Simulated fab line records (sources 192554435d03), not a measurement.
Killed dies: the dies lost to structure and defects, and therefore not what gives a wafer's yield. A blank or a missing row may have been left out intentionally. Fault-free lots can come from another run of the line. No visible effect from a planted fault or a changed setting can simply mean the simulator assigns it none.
Chamber matching + flow n5-finfet + 4 sister chambers for N5_BEOL_M9_ETCH_65 on rie-diel-06
The step etches SiARC in CF4, target depth 15.6 nm, time 26 s. 14 wafers are shown with their chamber, then 7 later ones without.

EACH WAFER AND ITS CHAMBER
| wafer  | chamber | showerhead-plenum-p-Torr (Torr) | oes-product-au (a.u.) | throttle-valve-pct (%) |
|--------|---------|---------------------------------|-----------------------|------------------------|
| L075.2 | 1       | 2.10                            | 0.77                  | 15.64                  |
| L075.4 | 3       | 2.02                            | 0.58                  | 15.57                  |
| L075.5 | 2       | 2.15                            | 0.67                  | 15.56                  |
| L077.1 | 1       | 2.10                            | 0.77                  | 15.65                  |
| L077.4 | 0       | 2.22                            | 0.63                  | 15.61                  |
| L077.6 | 2       | 2.15                            | 0.67                  | 15.57                  |
| L078.4 | 0       | 2.21                            | 0.64                  | 15.62                  |
| L078.5 | 2       | 2.15                            | 0.67                  | 15.58                  |
| L078.6 | 3       | 2.02                            | 0.58                  | 15.58                  |
| L079.1 | 3       | 2.02                            | 0.56                  | 15.58                  |
| L079.3 | 0       | 2.21                            | 0.63                  | 15.62                  |
| L079.4 | 0       | 2.21                            | 0.63                  | 15.61                  |
| L086.3 | 0       | 2.21                            | 0.62                  | 15.67                  |
| L086.5 | 0       | 2.21                            | 0.62                  | 15.64                  |

SIGNATURES (averages over the wafers above)
| reading                  | chamber 0 | chamber 1 | chamber 2 | chamber 3 | scatter within a chamber |
|--------------------------|-----------|-----------|-----------|-----------|--------------------------|
| showerhead-plenum-p-Torr | 2.2117    | 2.1000    | 2.1500    | 2.0200    | 0.00289                  |
| oes-product-au           | 0.6283    | 0.7700    | 0.6700    | 0.5733    | 0.00742                  |
| throttle-valve-pct       | 15.6283   | 15.6450   | 15.5700   | 15.5767   | 0.0173                   |
Rule: distance of a wafer from a chamber = root of the sum over the readings of ((wafer's reading minus chamber's mean) / reading's scatter) squared. If the next closest chamber is less than 2 further off than the closest, the wafer can't be placed; otherwise it belongs to the closest. How the scatter is found: for the shown wafers, subtract from each reading the mean of its chamber, square and add these, divide the total by (wafers less chambers), then take the root.

WAFERS WHOSE CHAMBER IS MISSING
| wafer  | showerhead-plenum-p-Torr (Torr) | oes-product-au (a.u.) | throttle-valve-pct (%) |
|--------|---------------------------------|-----------------------|------------------------|
| L086.6 | 2.27                            | 0.79                  | 15.09                  |
| L089.1 | 2.09                            | 0.72                  | 15.68                  |
| L089.2 | 2.20                            | 0.62                  | 15.69                  |
| L089.3 | 2.26                            | 0.76                  | 15.12                  |
| L082.1 | 2.09                            | 0.72                  | 15.71                  |
| L082.3 | 2.26                            | 0.75                  | 15.13                  |
| L082.6 | 2.26                            | 0.75                  | 15.13                  |

EACH ONE'S CHAMBER
| wafer  | from the rows above | in truth                   |
|--------|---------------------|----------------------------|
| L086.6 | 0                   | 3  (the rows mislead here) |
| L089.1 | 1                   | 1                          |
| L089.2 | 0                   | 0                          |
| L089.3 | 0                   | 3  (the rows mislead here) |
| L082.1 | 1                   | 1                          |
| L082.3 | 0                   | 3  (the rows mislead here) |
| L082.6 | 0                   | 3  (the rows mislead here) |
3 of 7 placed correctly. Number that these rows cannot place: 0. Number placed wrongly: 4.
